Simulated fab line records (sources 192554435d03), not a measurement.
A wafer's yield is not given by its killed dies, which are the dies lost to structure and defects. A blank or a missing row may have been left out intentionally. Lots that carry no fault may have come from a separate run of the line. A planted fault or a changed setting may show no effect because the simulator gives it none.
Chamber matching    flow n5Finfet    rieDiel-04 running N5_BEOL_M14_DESCUM_33: 4 sister chambers
The step chemistry O2, time 7.9 s. 4 wafers are shown with their chamber, then 9 later ones without.

== WAFERS WITH THEIR CHAMBER ==
wafer   chamber  showerheadPlenumPTorr (Torr)
L084.6  3        2.05
L090.4  0        2.19
L090.5  2        2.01
L090.6  1        2.12

== WAFERS WITHOUT THEIR CHAMBER ==
wafer   showerheadPlenumPTorr (Torr)
L092.2  2.19
L092.5  2.01
L092.6  2.11
L093.1  2.01
L093.2  2.05
L093.3  2.19
L093.4  2.11
L093.5  2.01
L093.6  2.11

== EACH ONE'S CHAMBER ==
wafer   from the rows above  in truth
L092.2  0                    0
L092.5  2                    2
L092.6  1                    1
L093.1  2                    2
L093.2  3                    3
L093.3  0                    0
L093.4  1                    1
L093.5  2                    2
L093.6  1                    1
Correctly placed: 9 of 9. Left unplaced by these rows: 0. Wrongly placed: 0.
How it was worked out, from the rows above alone: a wafer's distance from a chamber is the root of the sum, over the readings, of the square of ((its reading less the chamber's mean) divided by the reading's scatter). The wafer belongs to the nearest chamber; if the next one is less than 2 further off, it can't be placed. Each chamber's mean is taken over the wafers shown for it. The scatter: root of mean squared gap, hidden wafer to nearest shown wafer, with one shown wafer a chamber.
